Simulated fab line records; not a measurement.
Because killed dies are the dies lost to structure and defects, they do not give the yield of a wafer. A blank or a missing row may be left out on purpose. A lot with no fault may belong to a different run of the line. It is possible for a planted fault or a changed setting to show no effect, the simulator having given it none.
Comparing a struck lot with a sound one || flow n5Finfet || 36 steps out of a route of 1938
Sound: these wafers, L832.1, L832.2, L832.4. Struck: wafers L843.1, L843.3, L843.5. The cause comes at the end.
Order at every step that has rows: each side's tool, ch and its chambers, its first start. Under that, the readings that differ: sound wafers || struck wafers || difference of the means || sigmas: that difference in standard deviations of wafers without a fault.
alike: a reading whose means differ by less than 2 such deviations, as well as words and numbers matching on both sides. not compared: withheld readings; readings where some wafer has no value; bounds like >300 that might hide an equal value; numbers whose values overlap and for which the record gives no deviation.
A row with sigmas, a row that says differs or no value, or rows on one side alone: a step with any of these is where the two part. Numbers that don't overlap but have no deviation are shown without sigmas and don't part them. Lack of a reading on every wafer of one side parts them only where that side has two or more wafers.

first, 9 steps without rows for these wafers: N5_BEOL_M4_ANNEAL_95 (time 240 s); N5_BEOL_M4_SPUTTER_96 (material Cu, target thk 4.5 nm, time 8.29 s); N5_BEOL_M4_ECD_50 (material Cu, target thk 300 nm); N5_BEOL_M4_ANNEAL_51 (time 90 s); N5_BEOL_M4_CMP_52 (polishes, stops on SiOC, t overpolish 6.8 s, target thk 40 nm); N5_BEOL_M4_PRE_CLEAN_60 (time 15 s); N5_BEOL_M4_CO_CAP_55 (material Co, precursor CCTBA/H2, target thk 2 nm, time 102.1 s); N5_BEOL_M4_PRE_CLEAN_56 (time 15 s); N5_BEOL_M4_DEP_57 (deposits SiCN from 3MS/NH3, target thk 8 nm, time 14 s).
N5_BEOL_M4_RC_MEAS_101:
  sound on prober-02 ch 0, day 10 01:38; struck on prober-02 ch 0, day 13 11:52
  alike: DIBL_N, DIBL_P, IOFF_N, IOFF_P, ION_N, ION_P, SS_N, SS_P, VT_N, VT_P
then, 24 steps without rows for these wafers: N5_BEOL_M5_ILD_DEP_00 (deposits SiCOH lowk from DEMS/porogen, target thk 140.64 nm, time 25.9 s); N5_BEOL_M5_CURE_79 (cures SiCOH lowk, time 240 s); N5_BEOL_M5_PECVD_70 (deposits SiO2 from TEOS/O2, target thk 16 nm, time 18 s); N5_BEOL_M5_HM_DEP_02 (deposits TiN, target thk 20 nm); N5_BEOL_M5_COAT_59 (time 60 s, resist thk 60 nm); N5_BEOL_M5_COAT_60 (time 60 s, resist thk 12 nm); N5_BEOL_M5_COAT_71 (time 60 s, resist thk 5 nm); N5_BEOL_M5_COAT_05 (resist thk 30 nm); N5_BEOL_M5_EBR_07; N5_BEOL_M5_SOFTBAKE_06 (time 60 s); N5_BEOL_M5_EXPOSE_08 (exposes mask M5, target cd 28 nm); N5_BEOL_M5_PEB_09 (peb time 60 s); N5_BEOL_M5_DEVELOP_10 (develop time 30 s); N5_BEOL_M5_DESCUM_16 (chemistry O2, time 7 s); N5_BEOL_M5_ETCH_72 (etches underlayer in N2/H2, target depth 6.5 nm, time 5.2 s); N5_BEOL_M5_ETCH_61 (etches SiARC in CF4, target depth 15.6 nm, time 26 s); N5_BEOL_M5_ETCH_62 (etches SOC in N2/H2, target depth 75 nm, overetch 15 nm, time 112.5 s); N5_BEOL_M5_STRIP_63 (strips in N2/H2); N5_BEOL_M5_STRIP_73 (strips in N2/H2); N5_BEOL_M5_STRIP_64 (strips in CF4); N5_BEOL_M5_HM_OPEN_17 (chemistry Cl2/BCl3, target TiN, target depth 20 nm, overetch 6 nm); N5_BEOL_M5_STRIP_19 (strips in O2); N5_BEOL_M5_COAT_65 (time 60 s, resist thk 60 nm); N5_BEOL_M5_COAT_66 (time 60 s, resist thk 12 nm).
-- record jumps: 3 days separate the struck wafers' starts on either side; left off in module BEOL_M5, taken up again in module BEOL_M11, whose first shown step is the route's number 1599 --
N5_BEOL_M11_DEP_56: deposits SiCN from 3MS/NH3, target thk 30 nm, time 10.5 s.
  sound on pecvd-01 ch 0,2, day 12 15:55; struck on pecvd-01 ch 0,2, day 16 06:04
  no value came back on the struck wafers for chamberPressureTorr (Torr), rfFwdPowerW (W), showerheadPlenumPTorr (Torr), throttleValvePct (%); on the sound wafers chamberPressureTorr (Torr) reads 2.997 3.010 2.986
-- record jumps: 2 days separate the struck wafers' starts on either side; left off in module BEOL_M11, taken up again in module PASSIVATION, whose first shown step is the route's number 1936 --
N5_PASSIVATION_PROBE_49:
  sound: prober-01 at day 14 06:55; struck: prober-02 at day 18 11:35
{"reading": "defectLimitedYield (%)", "sound": "91.5 92.5 91.6", "struck": "0 0 0", "difference": -92, "sigmas": -61}
{"reading": "killed_at_M4_up", "sound": "24 11 13", "struck": "1083 1087 1072", "difference": "+1065", "sigmas": "+99 or more"}
{"reading": "killedDies", "sound": "100 89 99", "struck": "1180 1180 1180", "difference": "+1084", "sigmas": "+60"}
{"reading": "killedOnRim", "sound": "7 17 17", "struck": "152 152 152", "difference": "+138", "sigmas": "+34"}
{"reading": "killedShort", "sound": "21 27 34", "struck": "39 34 55", "difference": "+15", "sigmas": "+2"}
{"reading": "sort_bin_5_function (%)", "sound": "5.3 4.7 4.7", "struck": "96.1 96.6 96.3", "difference": "+91.4", "sigmas": "+91"}
{"reading": "sortNPass", "sound": "1080 1091 1081", "struck": "0 0 0", "difference": -1084, "sigmas": -60}
{"reading": "sortYieldPct (%)", "sound": "91.5 92.5 91.6", "struck": "0 0 0", "difference": -92, "sigmas": -61}
  alike: killed_at_M0_to_M3, killedAtContacts, killedAtFrontEnd, killedAtOther, killedOpen, sort_bin_6_memory

== WHERE THEY PART ==
Earliest at N5_BEOL_M11_DEP_56; latest, in this record, at N5_PASSIVATION_PROBE_49.

WHY: the cause the simulator had injected
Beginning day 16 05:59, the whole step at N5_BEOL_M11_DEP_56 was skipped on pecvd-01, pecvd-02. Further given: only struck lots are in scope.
